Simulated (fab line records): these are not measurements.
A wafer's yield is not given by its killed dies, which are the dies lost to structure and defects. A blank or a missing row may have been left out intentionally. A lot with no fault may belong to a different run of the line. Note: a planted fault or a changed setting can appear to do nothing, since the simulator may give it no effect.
fab line records :: flow nand-harc :: part 2 of 2: steps 26 to 35 of 35
record
  lots=5
  wafers=15
  last-day=32
route steps=1302 shown A_CONTACT@1099 A_BLC@1107
lots that met no fault: taken from a fault-free run of the same line
start-h: hours from the record's opening day to when the first of the lot's shown wafers began :: wait-h: time in hours since the lot's previous step :: " identical to the entry in the row above :: L1.1+2: a single row standing in for several wafers :: - no value, or no start was given :: * or withheld: withheld :: < > ~ a bound
route shown NAME@n: NAME is a module with steps in the file, n the number in the route of the first one :: usual: mean/standard deviation taken from wafers without a fault :: same: alike in all rows :: chamber/n: place in a boat :: sites: each site's reading :: _std_site: the values' standard deviation :: _edge_site: mean of outer sites minus mean of inner sites :: radius-mm: how far each site lies from the wafer's centre :: mask NAME#n: copy n :: behind: the tool/chamber that last shaped the wafer :: hold: cause of the lot's hold/its duration in hours/its outcome :: device: whichever transistor did not switch (one of n, p or np) :: end of line: tests run on the same wafers once the route is complete :: for a step that has no rows: nothing shown but its recipe :: killed: count of dies lost to structure and defects at first sort (not the wafer's yield) :: map: per-die view of a wafer (x killed, . not killed, _ where there is no die)
set.NAME: the run value of the setting; set.NAME@STEP: its run value at that earlier step :: model.NAME: the simulator's own value behind a step, which no gauge read
lots at selected steps of the route; one table per step, one row per wafer
services: from which hour (start-h, from the record's first day; less than 0 if before it) a tool's chamber was out of use, for how many hours, and why
## steps
# step NHARC_A_BLC_STRIP_29
# recipe
  cf4-flow-sccm=150
  ar-flow-sccm=0
  bias-w=0
  chemistry=CF4
# usual
  cf4-flow-sccm=149.9/0.43
  drypump-motor-current-A=5.7/0.36
  oes-product-au=0.999/0.01
  rf-vpp-V=59.2/0.94
  showerhead-plenum-p-Torr=1.72/0.068
  throttle-valve-pct=13.283/0.009
lot.wafer: L084.1
tool: rie-diel-12
chamber: 2
start-h: 606.81
wait-h: 0.1
cf4-flow-sccm: 150.0
drypump-motor-current-A: 5.6
oes-product-au: 0.982
rf-hours-counter-h: 9
rf-vpp-V: 57.7
showerhead-plenum-p-Torr: 1.67
throttle-valve-pct: 13.286

lot.wafer: L084.2
tool: rie-diel-12
chamber: 0
start-h: 606.81
wait-h: 0.1
cf4-flow-sccm: 150.1
drypump-motor-current-A: 6.1
oes-product-au: 0.990
rf-hours-counter-h: 9
rf-vpp-V: 58.8
showerhead-plenum-p-Torr: 1.73
throttle-valve-pct: 13.296

lot.wafer: L084.5
tool: rie-diel-12
chamber: 1
start-h: 606.81
wait-h: 0.1
cf4-flow-sccm: 150.3
drypump-motor-current-A: 5.6
oes-product-au: 1.004
rf-hours-counter-h: -
rf-vpp-V: 57.9
showerhead-plenum-p-Torr: 1.65
throttle-valve-pct: 13.281

lot.wafer: L085.1
tool: rie-diel-07
chamber: 2
start-h: 634.46
wait-h: 0.1
cf4-flow-sccm: 149.6
drypump-motor-current-A: 5.8
oes-product-au: 0.985
rf-hours-counter-h: 46
rf-vpp-V: 60.1
showerhead-plenum-p-Torr: 1.64
throttle-valve-pct: 13.296

lot.wafer: L085.4
tool: rie-diel-07
chamber: 1
start-h: 634.46
wait-h: 0.1
cf4-flow-sccm: 149.6
drypump-motor-current-A: 6.3
oes-product-au: 0.998
rf-hours-counter-h: 44
rf-vpp-V: 58.7
showerhead-plenum-p-Torr: 1.76
throttle-valve-pct: 13.288

lot.wafer: L085.6
tool: rie-diel-07
chamber: 3
start-h: 634.46
wait-h: 0.1
cf4-flow-sccm: 150.2
drypump-motor-current-A: 6.0
oes-product-au: 0.986
rf-hours-counter-h: -
rf-vpp-V: 59.0
showerhead-plenum-p-Torr: 1.72
throttle-valve-pct: 13.262

lot.wafer: L090.3
tool: rie-diel-03
chamber: 3
start-h: 678.43
wait-h: 0.1
cf4-flow-sccm: 149.3
drypump-motor-current-A: 6.5
oes-product-au: 0.977
rf-hours-counter-h: 3
rf-vpp-V: 60.3
showerhead-plenum-p-Torr: 1.80
throttle-valve-pct: 13.276

lot.wafer: L090.2
tool: rie-diel-03
chamber: 1
start-h: 678.43
wait-h: 0.1
cf4-flow-sccm: 149.5
drypump-motor-current-A: 5.4
oes-product-au: 1.000
rf-hours-counter-h: 3
rf-vpp-V: 60.4
showerhead-plenum-p-Torr: 1.87
throttle-valve-pct: 13.274

lot.wafer: L090.1
tool: rie-diel-03
chamber: 2
start-h: 678.43
wait-h: 0.1
cf4-flow-sccm: 149.7
drypump-motor-current-A: 5.6
oes-product-au: 0.993
rf-hours-counter-h: 3
rf-vpp-V: 59.6
showerhead-plenum-p-Torr: 1.71
throttle-valve-pct: 13.280

lot.wafer: L092.1
tool: rie-diel-12
chamber: 1
start-h: 698.18
wait-h: 0.1
cf4-flow-sccm: 150.4
drypump-motor-current-A: 5.6
oes-product-au: 0.998
rf-hours-counter-h: 5
rf-vpp-V: 59.0
showerhead-plenum-p-Torr: 1.65
throttle-valve-pct: 13.277

lot.wafer: L092.2
tool: rie-diel-12
chamber: 3
start-h: 698.18
wait-h: 0.1
cf4-flow-sccm: 149.7
drypump-motor-current-A: 5.6
oes-product-au: 1.002
rf-hours-counter-h: 4
rf-vpp-V: 58.8
showerhead-plenum-p-Torr: 1.75
throttle-valve-pct: 13.280

lot.wafer: L092.6
tool: rie-diel-12
chamber: 1
start-h: 698.18
wait-h: 0.1
cf4-flow-sccm: 150.2
drypump-motor-current-A: 5.6
oes-product-au: 0.991
rf-hours-counter-h: -
rf-vpp-V: 58.5
showerhead-plenum-p-Torr: 1.65
throttle-valve-pct: 13.283

lot.wafer: L095.2
tool: rie-diel-07
chamber: 2
start-h: 725.34
wait-h: 0.1
cf4-flow-sccm: 149.7
drypump-motor-current-A: 5.7
oes-product-au: 0.995
rf-hours-counter-h: 16
rf-vpp-V: 60.1
showerhead-plenum-p-Torr: 1.90
throttle-valve-pct: 13.261

lot.wafer: L095.3
tool: rie-diel-07
chamber: 3
start-h: 725.34
wait-h: 0.1
cf4-flow-sccm: 149.7
drypump-motor-current-A: 6.0
oes-product-au: 1.016
rf-hours-counter-h: 16
rf-vpp-V: 59.2
showerhead-plenum-p-Torr: 1.71
throttle-valve-pct: 13.294

lot.wafer: L095.6
tool: rie-diel-07
chamber: 0
start-h: 725.34
wait-h: 0.1
cf4-flow-sccm: 149.2
drypump-motor-current-A: 5.1
oes-product-au: 1.004
rf-hours-counter-h: -
rf-vpp-V: 60.1
showerhead-plenum-p-Torr: 1.71
throttle-valve-pct: 13.282
# step NHARC_A_BLC_STRIP_21
# recipe
  o2-flow-sccm=500
  ar-flow-sccm=0
  bias-w=0
  chemistry=O2
# usual
  drypump-motor-current-A=5.8/0.37
  o2-flow-sccm=499.8/1.7
  oes-product-au=0.999/0.0092
  rf-vpp-V=57.6/0.84
  showerhead-plenum-p-Torr=3.44/0.13
  throttle-valve-pct=17.036/0.0096
lot.wafer: L084.2
tool: rie-diel-12
chamber: 0
start-h: 606.91
wait-h: 0.1
drypump-motor-current-A: 6.2
o2-flow-sccm: 503.3
oes-product-au: 0.990
rf-hours-counter-h: 9
rf-vpp-V: 58.7
showerhead-plenum-p-Torr: 3.44
throttle-valve-pct: 17.037

lot.wafer: L084.1
tool: rie-diel-12
chamber: 2
start-h: 606.91
wait-h: 0.1
drypump-motor-current-A: 5.6
o2-flow-sccm: 497.1
oes-product-au: 0.984
rf-hours-counter-h: 9
rf-vpp-V: 57.1
showerhead-plenum-p-Torr: 3.33
throttle-valve-pct: 17.045

lot.wafer: L084.5
tool: rie-diel-12
chamber: 0
start-h: 606.91
wait-h: 0.1
drypump-motor-current-A: 6.2
o2-flow-sccm: 502.5
oes-product-au: 0.997
rf-hours-counter-h: -
rf-vpp-V: 58.6
showerhead-plenum-p-Torr: 3.44
throttle-valve-pct: 17.034

lot.wafer: L085.4
tool: rie-diel-07
chamber: 2
start-h: 634.57
wait-h: 0.1
drypump-motor-current-A: 5.7
o2-flow-sccm: 499.0
oes-product-au: 0.985
rf-hours-counter-h: 46
rf-vpp-V: 57.1
showerhead-plenum-p-Torr: 3.28
throttle-valve-pct: 17.042

lot.wafer: L085.1
tool: rie-diel-07
chamber: 3
start-h: 634.57
wait-h: 0.1
drypump-motor-current-A: 6.0
o2-flow-sccm: 501.0
oes-product-au: 1.002
rf-hours-counter-h: 49
rf-vpp-V: 58.5
showerhead-plenum-p-Torr: 3.43
throttle-valve-pct: 17.034

lot.wafer: L085.6
tool: rie-diel-07
chamber: 2
start-h: 634.57
wait-h: 0.1
drypump-motor-current-A: 5.7
o2-flow-sccm: 498.7
oes-product-au: 0.995
rf-hours-counter-h: -
rf-vpp-V: 57.5
showerhead-plenum-p-Torr: 3.28
throttle-valve-pct: 17.048

lot.wafer: L090.1
tool: rie-diel-03
chamber: 1
start-h: 678.54
wait-h: 0.1
drypump-motor-current-A: 5.4
o2-flow-sccm: 498.7
oes-product-au: 0.991
rf-hours-counter-h: 3
rf-vpp-V: 57.7
showerhead-plenum-p-Torr: 3.73
throttle-valve-pct: 17.037

lot.wafer: L090.2
tool: rie-diel-03
chamber: 3
start-h: 678.54
wait-h: 0.1
drypump-motor-current-A: 6.5
o2-flow-sccm: 495.8
oes-product-au: 0.990
rf-hours-counter-h: 3
rf-vpp-V: 58.3
showerhead-plenum-p-Torr: 3.59
throttle-valve-pct: 17.044

lot.wafer: L090.3
tool: rie-diel-03
chamber: 0
start-h: 678.54
wait-h: 0.1
drypump-motor-current-A: 5.4
o2-flow-sccm: 499.8
oes-product-au: 0.991
rf-hours-counter-h: 3
rf-vpp-V: 56.9
showerhead-plenum-p-Torr: 3.28
throttle-valve-pct: 17.025

lot.wafer: L092.2
tool: rie-diel-12
chamber: 0
start-h: 698.29
wait-h: 0.1
drypump-motor-current-A: 6.2
o2-flow-sccm: 499.3
oes-product-au: 1.014
rf-hours-counter-h: 4
rf-vpp-V: 57.3
showerhead-plenum-p-Torr: 3.44
throttle-valve-pct: 17.024

lot.wafer: L092.1
tool: rie-diel-12
chamber: 1
start-h: 698.29
wait-h: 0.1
drypump-motor-current-A: 5.6
o2-flow-sccm: 501.7
oes-product-au: 1.003
rf-hours-counter-h: 5
rf-vpp-V: 56.5
showerhead-plenum-p-Torr: 3.29
throttle-valve-pct: 17.038

lot.wafer: L092.6
tool: rie-diel-12
chamber: 1
start-h: 698.29
wait-h: 0.1
drypump-motor-current-A: 5.6
o2-flow-sccm: 501.2
oes-product-au: 0.995
rf-hours-counter-h: -
rf-vpp-V: 56.8
showerhead-plenum-p-Torr: 3.29
throttle-valve-pct: 17.040

lot.wafer: L095.2
tool: rie-diel-07
chamber: 0
start-h: 725.43
wait-h: 0.1
drypump-motor-current-A: 5.1
o2-flow-sccm: 500.5
oes-product-au: 0.995
rf-hours-counter-h: 16
rf-vpp-V: 57.8
showerhead-plenum-p-Torr: 3.41
throttle-valve-pct: 17.037

lot.wafer: L095.3
tool: rie-diel-07
chamber: 1
start-h: 725.43
wait-h: 0.1
drypump-motor-current-A: 6.3
o2-flow-sccm: 499.6
oes-product-au: 0.990
rf-hours-counter-h: 17
rf-vpp-V: 58.7
showerhead-plenum-p-Torr: 3.49
throttle-valve-pct: 17.037

lot.wafer: L095.6
tool: rie-diel-07
chamber: 1
start-h: 725.43
wait-h: 0.1
drypump-motor-current-A: 6.3
o2-flow-sccm: 500.7
oes-product-au: 0.992
rf-hours-counter-h: -
rf-vpp-V: 58.4
showerhead-plenum-p-Torr: 3.49
throttle-valve-pct: 17.050
# step NHARC_A_BLC_STRIP_22
# recipe
  time-s=600
  temp-c=30
  chemistry=post-etch-residue-remover
lot.wafer: L084.1+2+5
tool: wet-bench-06
chamber: 4,6,7
start-h: 607.05
wait-h: -

lot.wafer: L085.4+6+1
tool: wet-bench-06
chamber: 6,1,2
start-h: 634.73
wait-h: -

lot.wafer: L090.1+2+3
tool: wet-bench-06
chamber: 5,6,0
start-h: 678.70
wait-h: -

lot.wafer: L092.1+2+6
tool: wet-bench-06
chamber: 2,4,5
start-h: 698.44
wait-h: -

lot.wafer: L095.3+2+6
tool: wet-bench-01
chamber: 1,2,5
start-h: 725.58
wait-h: -
# step NHARC_A_BLC_DEGAS_30
# recipe
  temp-c=300
  time-s=60
# usual
  heater-power-w=460/46
lot.wafer: L084.2
tool: pvd-sputter-01
chamber: -
start-h: 607.32
wait-h: -
heater-power-w: 433

lot.wafer: L084.1
tool: pvd-sputter-01
chamber: -
start-h: 607.32
wait-h: -
heater-power-w: 541

lot.wafer: L084.5
tool: pvd-sputter-01
chamber: -
start-h: 607.32
wait-h: -
heater-power-w: 426

lot.wafer: L085.4
tool: pvd-sputter-01
chamber: -
start-h: 635.02
wait-h: -
heater-power-w: 429

lot.wafer: L085.1
tool: pvd-sputter-01
chamber: -
start-h: 635.02
wait-h: -
heater-power-w: 540

lot.wafer: L085.6
tool: pvd-sputter-01
chamber: -
start-h: 635.02
wait-h: -
heater-power-w: 454

lot.wafer: L090.3
tool: pvd-sputter-02
chamber: -
start-h: 678.95
wait-h: -
heater-power-w: 458

lot.wafer: L090.1
tool: pvd-sputter-02
chamber: -
start-h: 678.95
wait-h: -
heater-power-w: 472

lot.wafer: L090.2
tool: pvd-sputter-02
chamber: -
start-h: 678.95
wait-h: -
heater-power-w: 396

lot.wafer: L092.2
tool: pvd-sputter-01
chamber: -
start-h: 698.72
wait-h: -
heater-power-w: 428

lot.wafer: L092.1
tool: pvd-sputter-01
chamber: -
start-h: 698.72
wait-h: -
heater-power-w: 445

lot.wafer: L092.6
tool: pvd-sputter-01
chamber: -
start-h: 698.72
wait-h: -
heater-power-w: 430

lot.wafer: L095.2
tool: pvd-sputter-01
chamber: -
start-h: 725.85
wait-h: -
heater-power-w: 424

lot.wafer: L095.3
tool: pvd-sputter-01
chamber: -
start-h: 725.85
wait-h: -
heater-power-w: 540

lot.wafer: L095.6
tool: pvd-sputter-01
chamber: -
start-h: 725.85
wait-h: -
heater-power-w: 428
# step NHARC_A_BLC_PRE_CLEAN_31
# recipe
  time-s=15
  bias-v=250
  gas=Ar
lot.wafer: L084.2+1+5
tool: pvd-sputter-01
chamber: -
start-h: -
wait-h: -

lot.wafer: L085.4+1+6
tool: pvd-sputter-01
chamber: -
start-h: -
wait-h: -

lot.wafer: L090.1+2+3
tool: pvd-sputter-02
chamber: -
start-h: -
wait-h: -

lot.wafer: L092.2+1+6
tool: pvd-sputter-01
chamber: -
start-h: -
wait-h: -

lot.wafer: L095.2+3+6
tool: pvd-sputter-01
chamber: -
start-h: -
wait-h: -
# step NHARC_A_BLC_PVD_32
# recipe
  target-thk-a=50
  chamber-pressure-pa=5
  power-w=5000
  substrate-temp-c=200
  time-s=17.7
  material=Ti
# usual
  throttle-valve-pct=29.3/0.87
lot.wafer: L084.2
tool: pvd-sputter-01
chamber: -
start-h: -
wait-h: -
throttle-valve-pct: 28.7

lot.wafer: L084.1
tool: pvd-sputter-01
chamber: -
start-h: -
wait-h: -
throttle-valve-pct: 31.1

lot.wafer: L084.5
tool: pvd-sputter-01
chamber: -
start-h: -
wait-h: -
throttle-valve-pct: 29.2

lot.wafer: L085.4
tool: pvd-sputter-01
chamber: -
start-h: -
wait-h: -
throttle-valve-pct: 29.0

lot.wafer: L085.1
tool: pvd-sputter-01
chamber: -
start-h: -
wait-h: -
throttle-valve-pct: 31.0

lot.wafer: L085.6
tool: pvd-sputter-01
chamber: -
start-h: -
wait-h: -
throttle-valve-pct: 28.5

lot.wafer: L090.1
tool: pvd-sputter-02
chamber: -
start-h: -
wait-h: -
throttle-valve-pct: 28.9

lot.wafer: L090.2
tool: pvd-sputter-02
chamber: -
start-h: -
wait-h: -
throttle-valve-pct: 29.4

lot.wafer: L090.3
tool: pvd-sputter-02
chamber: -
start-h: -
wait-h: -
throttle-valve-pct: 29.3

lot.wafer: L092.1
tool: pvd-sputter-01
chamber: -
start-h: -
wait-h: -
throttle-valve-pct: 29.4

lot.wafer: L092.2
tool: pvd-sputter-01
chamber: -
start-h: -
wait-h: -
throttle-valve-pct: 30.9

lot.wafer: L092.6
tool: pvd-sputter-01
chamber: -
start-h: -
wait-h: -
throttle-valve-pct: 29.3

lot.wafer: L095.3
tool: pvd-sputter-01
chamber: -
start-h: -
wait-h: -
throttle-valve-pct: 28.9

lot.wafer: L095.2
tool: pvd-sputter-01
chamber: -
start-h: -
wait-h: -
throttle-valve-pct: 28.7

lot.wafer: L095.6
tool: pvd-sputter-01
chamber: -
start-h: -
wait-h: -
throttle-valve-pct: 28.7
# step NHARC_A_BLC_ALD_23
# recipe
  target-thk-a=30
  pulse-time-s=1
  ald-cycles=150
  temp-c=450
  material=TiN
# usual
  heater-power-w=1004/120
  precursor-pulse-height-rel=1.000/0.017
# same
  ald-cycles=150
lot.wafer: L084.1
tool: ald-metal-03
chamber: 3
start-h: 607.56
wait-h: -
heater-power-w: 1119
precursor-pulse-height-rel: 1.009

lot.wafer: L084.2
tool: ald-metal-03
chamber: 2
start-h: 607.56
wait-h: -
heater-power-w: 959
precursor-pulse-height-rel: 1.015

lot.wafer: L084.5
tool: ald-metal-03
chamber: 3
start-h: 607.56
wait-h: -
heater-power-w: 1133
precursor-pulse-height-rel: 0.994

lot.wafer: L085.1
tool: ald-metal-03
chamber: 1
start-h: 635.28
wait-h: -
heater-power-w: 973
precursor-pulse-height-rel: 1.005

lot.wafer: L085.4
tool: ald-metal-03
chamber: 2
start-h: 635.28
wait-h: -
heater-power-w: 978
precursor-pulse-height-rel: 0.972

lot.wafer: L085.6
tool: ald-metal-03
chamber: 3
start-h: 635.28
wait-h: -
heater-power-w: 1104
precursor-pulse-height-rel: 0.991

lot.wafer: L090.1
tool: ald-metal-01
chamber: 0
start-h: 679.21
wait-h: -
heater-power-w: 932
precursor-pulse-height-rel: 0.998

lot.wafer: L090.2
tool: ald-metal-01
chamber: 1
start-h: 679.21
wait-h: -
heater-power-w: 1111
precursor-pulse-height-rel: 0.997

lot.wafer: L090.3
tool: ald-metal-01
chamber: 2
start-h: 679.21
wait-h: -
heater-power-w: 1016
precursor-pulse-height-rel: 0.994

lot.wafer: L092.1
tool: ald-metal-04
chamber: 3
start-h: 698.99
wait-h: -
heater-power-w: 1276
precursor-pulse-height-rel: 0.963

lot.wafer: L092.2
tool: ald-metal-04
chamber: 0
start-h: 698.99
wait-h: -
heater-power-w: 1108
precursor-pulse-height-rel: 1.008

lot.wafer: L092.6
tool: ald-metal-04
chamber: 2
start-h: 698.99
wait-h: -
heater-power-w: 1132
precursor-pulse-height-rel: 0.988

lot.wafer: L095.2
tool: ald-metal-04
chamber: 2
start-h: 726.11
wait-h: -
heater-power-w: 1138
precursor-pulse-height-rel: 0.965

lot.wafer: L095.3
tool: ald-metal-04
chamber: 3
start-h: 726.11
wait-h: -
heater-power-w: 1276
precursor-pulse-height-rel: 0.982

lot.wafer: L095.6
tool: ald-metal-04
chamber: 1
start-h: 726.11
wait-h: -
heater-power-w: 1114
precursor-pulse-height-rel: 1.003
# step NHARC_A_BLC_CVD_24
# recipe
  target-thk-a=1500
  temp-c=300
  pressure-torr=40
  wf6-flow-sccm=40
  h2-flow-sccm=1600
  ar-flow-sccm=1560
  time-s=434
  material=W
# usual
  heater-power-w=422/25
  throttle-valve-pct=8.15/0.24
lot.wafer: L084.2
tool: cvd-w-01
chamber: 0
start-h: -
wait-h: -
heater-power-w: 411
throttle-valve-pct: 8.16

lot.wafer: L084.1
tool: cvd-w-01
chamber: 1
start-h: -
wait-h: -
heater-power-w: 396
throttle-valve-pct: 8.40

lot.wafer: L084.5
tool: cvd-w-01
chamber: 0
start-h: -
wait-h: -
heater-power-w: 415
throttle-valve-pct: 8.00

lot.wafer: L085.1
tool: cvd-w-01
chamber: 1
start-h: -
wait-h: -
heater-power-w: 395
throttle-valve-pct: 8.43

lot.wafer: L085.4
tool: cvd-w-01
chamber: 1
start-h: -
wait-h: -
heater-power-w: 396
throttle-valve-pct: 8.01

lot.wafer: L085.6
tool: cvd-w-01
chamber: 0
start-h: -
wait-h: -
heater-power-w: 405
throttle-valve-pct: 7.96

lot.wafer: L090.2
tool: cvd-w-01
chamber: 0
start-h: -
wait-h: -
heater-power-w: 412
throttle-valve-pct: 8.03

lot.wafer: L090.1
tool: cvd-w-01
chamber: 1
start-h: -
wait-h: -
heater-power-w: 401
throttle-valve-pct: 8.48

lot.wafer: L090.3
tool: cvd-w-01
chamber: 0
start-h: -
wait-h: -
heater-power-w: 424
throttle-valve-pct: 7.99

lot.wafer: L092.1
tool: cvd-w-02
chamber: 0
start-h: -
wait-h: -
heater-power-w: 410
throttle-valve-pct: 8.31

lot.wafer: L092.2
tool: cvd-w-02
chamber: 1
start-h: -
wait-h: -
heater-power-w: 443
throttle-valve-pct: 8.36

lot.wafer: L092.6
tool: cvd-w-02
chamber: 1
start-h: -
wait-h: -
heater-power-w: 435
throttle-valve-pct: 8.28

lot.wafer: L095.2
tool: cvd-w-02
chamber: 0
start-h: -
wait-h: -
heater-power-w: 424
throttle-valve-pct: 8.58

lot.wafer: L095.3
tool: cvd-w-02
chamber: 1
start-h: -
wait-h: -
heater-power-w: 446
throttle-valve-pct: 8.18

lot.wafer: L095.6
tool: cvd-w-02
chamber: 0
start-h: -
wait-h: -
heater-power-w: 423
throttle-valve-pct: 8.54
# step NHARC_A_BLC_CMP_25
# recipe
  t-overpolish-s=30
  target-thk-nm=150
# usual
  motor-current-A=11.7/1.1
  overpolish-run-s=30.001/0.0094
  time-to-endpoint-s=30.0/2.5
lot.wafer: L084.2
tool: cmp-02
chamber: 2
start-h: 608.32
wait-h: 0.5
motor-current-A: 11.4
overpolish-run-s: 30.015
time-to-endpoint-s: 31.7

lot.wafer: L084.1
tool: cmp-02
chamber: 3
start-h: 608.32
wait-h: 0.5
motor-current-A: 11.4
overpolish-run-s: 30.001
time-to-endpoint-s: 30.0

lot.wafer: L084.5
tool: cmp-02
chamber: 2
start-h: 608.32
wait-h: 0.5
motor-current-A: 10.7
overpolish-run-s: 30.000
time-to-endpoint-s: 36.1

lot.wafer: L085.1
tool: cmp-04
chamber: 2
start-h: 636.03
wait-h: 0.5
motor-current-A: 9.5
overpolish-run-s: 29.996
time-to-endpoint-s: 33.9

lot.wafer: L085.4
tool: cmp-04
chamber: 3
start-h: 636.03
wait-h: 0.5
motor-current-A: 14.1
overpolish-run-s: 29.994
time-to-endpoint-s: 35.7

lot.wafer: L085.6
tool: cmp-04
chamber: 0
start-h: 636.03
wait-h: 0.5
motor-current-A: 12.0
overpolish-run-s: 30.007
time-to-endpoint-s: 33.4

lot.wafer: L090.3
tool: cmp-03
chamber: 0
start-h: 680.12
wait-h: 0.3
motor-current-A: 11.6
overpolish-run-s: 30.011
time-to-endpoint-s: 29.6

lot.wafer: L090.2
tool: cmp-03
chamber: 2
start-h: 680.12
wait-h: 0.3
motor-current-A: 11.1
overpolish-run-s: 30.012
time-to-endpoint-s: 29.9

lot.wafer: L090.1
tool: cmp-03
chamber: 3
start-h: 680.12
wait-h: 0.3
motor-current-A: 11.6
overpolish-run-s: 30.010
time-to-endpoint-s: 27.4

lot.wafer: L092.2
tool: cmp-03
chamber: 0
start-h: 699.68
wait-h: 0.4
motor-current-A: 12.1
overpolish-run-s: 30.005
time-to-endpoint-s: 29.4

lot.wafer: L092.1
tool: cmp-03
chamber: 2
start-h: 699.68
wait-h: 0.4
motor-current-A: 11.3
overpolish-run-s: 29.995
time-to-endpoint-s: 27.9

lot.wafer: L092.6
tool: cmp-03
chamber: 0
start-h: 699.68
wait-h: 0.4
motor-current-A: 11.9
overpolish-run-s: 30.008
time-to-endpoint-s: 34.2

lot.wafer: L095.2
tool: cmp-03
chamber: 1
start-h: 726.82
wait-h: 0.4
motor-current-A: 10.9
overpolish-run-s: 30.009
time-to-endpoint-s: 30.2

lot.wafer: L095.3
tool: cmp-03
chamber: 0
start-h: 726.82
wait-h: 0.4
motor-current-A: 12.5
overpolish-run-s: 30.008
time-to-endpoint-s: 34.0

lot.wafer: L095.6
tool: cmp-03
chamber: 2
start-h: 726.82
wait-h: 0.4
motor-current-A: 11.6
overpolish-run-s: 30.013
time-to-endpoint-s: 28.6
# step NHARC_A_BLC_SRD_27
lot.wafer: L084.1+2+5
tool: wet-bench-06
chamber: 4,5,6
start-h: 608.63
wait-h: 0.0

lot.wafer: L085.1+6+4
tool: wet-bench-02
chamber: 1,3,5
start-h: 636.30
wait-h: 0.0

lot.wafer: L090.1+3+2
tool: wet-bench-01
chamber: 0,2,3
start-h: 680.46
wait-h: 0.0

lot.wafer: L092.1+6+2
tool: wet-bench-02
chamber: 7,0,4
start-h: 700.00
wait-h: 0.0

lot.wafer: L095.6+3+2
tool: wet-bench-02
chamber: 0,2,5
start-h: 727.15
wait-h: 0.0
## services
tool: wet-bench-04
chamber: -
start-h: 579.22
hours: 8.0
kind: pm

tool: rie-diel-10
chamber: 2
start-h: 582.99
hours: 5.5
kind: repair

tool: pvd-sputter-01
chamber: -
start-h: 588.01
hours: 10.0
kind: pm

tool: rie-diel-03
chamber: 0
start-h: 590.83
hours: 8.3
kind: repair

tool: wet-bench-02
chamber: -
start-h: 596.00
hours: 8.0
kind: pm

tool: rie-diel-12
chamber: -
start-h: 596.48
hours: 1.3
kind: repair

tool: rie-diel-10
chamber: -
start-h: 602.53
hours: 9.0
kind: pm

tool: rie-diel-10
chamber: 2
start-h: 621.33
hours: 14.7
kind: repair

tool: rie-diel-12
chamber: -
start-h: 622.40
hours: 9.0
kind: pm

tool: rie-diel-07
chamber: 2
start-h: 632.19
hours: 1.4
kind: repair

tool: rie-diel-03
chamber: -
start-h: 635.55
hours: 9.0
kind: pm

tool: pvd-sputter-01
chamber: -
start-h: 642.25
hours: 21.2
kind: repair

tool: rie-diel-07
chamber: -
start-h: 650.11
hours: 9.0
kind: pm

tool: cvd-w-01
chamber: 0
start-h: 651.57
hours: 13.3
kind: repair

tool: litho-track-01
chamber: -
start-h: 680.00
hours: 7.0
kind: pm

tool: cvd-w-01
chamber: 0
start-h: 685.82
hours: 2.9
kind: repair

tool: wet-bench-07
chamber: -
start-h: 688.00
hours: 8.0
kind: pm

tool: cvd-w-01
chamber: 1
start-h: 694.79
hours: 9.6
kind: repair

tool: rie-diel-12
chamber: 0
start-h: 701.74
hours: 1.2
kind: repair

tool: rie-diel-07
chamber: 2
start-h: 703.39
hours: 1.8
kind: repair

tool: litho-track-06
chamber: -
start-h: 704.00
hours: 7.0
kind: pm

tool: wet-bench-04
chamber: -
start-h: 717.97
hours: 1.3
kind: repair

tool: wet-bench-06
chamber: -
start-h: 721.60
hours: 8.0
kind: pm

tool: rie-diel-10
chamber: 1
start-h: 722.44
hours: 14.7
kind: repair
